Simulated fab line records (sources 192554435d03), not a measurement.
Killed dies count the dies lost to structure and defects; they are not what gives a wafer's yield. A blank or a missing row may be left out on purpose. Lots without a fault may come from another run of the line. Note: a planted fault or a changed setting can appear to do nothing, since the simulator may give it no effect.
Which tool is to blame?	flow n5-finfet	at 1 step of a route of 1938, 9 lots with 24 wafers sampled

WHAT THE GAUGES SHOWED, per wafer
N5_BEOL_M1_THK_MEAS_53: measures by xrf.
lot	measured	on	M1_THK (nm)
L796	day 7 01:05	film-metro-02	39.5 41.0 41.9
L801	day 8 00:02	film-metro-02	36.2 38.4 39.3
L805	day 9 04:04	film-metro-01	37.4 40.1 38.8
L809	day 10 16:11	film-metro-02	38.7 38.6
L811	day 10 18:19	film-metro-01	39.7 38.7
L812	day 11 00:13	film-metro-01	39.8 39.1
L813	day 11 08:18	film-metro-01	39.5 40.7 41.1
L814	day 11 11:53	film-metro-02	39.2 39.1 41.7
L816	day 12 00:31	film-metro-01	37.5 39.6 41.3

WHAT TOOL EACH LOT RAN ON (gives the tool, then ch and the chambers of the sampled wafers, and finally the start)
There is no process step in the record ahead of these readings.

THE ANSWER, worked out from the rows above alone
Rule: the lots themselves supply what counts as usual. The widest of any qualifying gaps counts: lots, ordered by their means at a reading, are off when they make up no more than a third of the lots, leave a main group of 4 or more, and stand apart from it by 3 or more times the standard deviation of that group's means. If all means in a main group match to the digits the tables above print for the reading, that group is not used. Also off: a lot with no number at a reading for which 4 or more lots have one. All remaining lots with rows at the step are treated as sound.
No lot is off on any of the readings shown, so nothing can be concluded from this.

WHAT THE SIMULATOR PUT IN
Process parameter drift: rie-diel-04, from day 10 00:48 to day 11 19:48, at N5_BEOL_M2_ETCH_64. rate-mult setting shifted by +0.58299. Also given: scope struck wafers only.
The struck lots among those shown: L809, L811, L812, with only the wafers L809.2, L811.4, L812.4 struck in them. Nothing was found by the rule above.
